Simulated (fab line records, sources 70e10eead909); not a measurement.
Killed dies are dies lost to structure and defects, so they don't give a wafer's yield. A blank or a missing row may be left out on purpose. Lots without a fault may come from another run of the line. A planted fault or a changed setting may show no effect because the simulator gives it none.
Chamber matching | flow nand_harc | NHARC_THIN_TSV_DEP_47 on pecvd-01: 3 sister chambers
The step deposits SiO2, target thk 200 nm. 6 wafers are shown with their chamber, then 7 later ones without.

WAFERS WITH THEIR CHAMBER
wafer  | chamber | throttle_valve_pct (%) | chamber_pressure_Torr (Torr)
L731.2 | 1       | 16.4                   | 6.520
L732.3 | 1       | 16.0                   | 6.495
L733.1 | 0       | 16.4                   | 6.508
L733.4 | 2       | 16.5                   | 6.515
L741.1 | 0       | 16.2                   | 6.500
L741.2 | 2       | 16.2                   | 6.500

WAFERS WITHOUT THEIR CHAMBER
wafer  | throttle_valve_pct (%) | chamber_pressure_Torr (Torr)
L741.6 | 16.3                   | 6.484
L739.1 | 16.3                   | 6.489
L739.3 | 16.4                   | 6.488
L739.5 | 16.4                   | 6.515
L746.4 | 16.5                   | 6.523
L746.5 | 16.4                   | 6.510
L746.6 | 16.4                   | 6.517

WHICH CHAMBER EACH WENT THROUGH
wafer  | from the rows above          | in truth
L741.6 | can't be placed: 0 or 2 or 1 | 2
L739.1 | can't be placed: 0 or 2 or 1 | 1
L739.3 | can't be placed: 0 or 2 or 1 | 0
L739.5 | can't be placed: 2 or 0 or 1 | 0
L746.4 | can't be placed: 2 or 0 or 1 | 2
L746.5 | can't be placed: 2 or 0 or 1 | 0
L746.6 | can't be placed: 2 or 0 or 1 | 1
Placed correctly: 0 of 7. Can't be placed from these rows: 7 (the true chamber is among the candidates in 7). Placed wrongly: 0.
How it was worked out, from the rows above alone: a wafer's distance from a chamber is the root of the sum, over the readings, of the square of ((its reading less the chamber's mean) divided by the reading's scatter). The wafer belongs to the nearest chamber; if the next one is less than 2 further off, it can't be placed. A chamber's mean is the mean of its shown wafers. The scatter: the root of (the sum of the squares of (reading less its chamber's mean) over the shown wafers, divided by (wafers less chambers)).
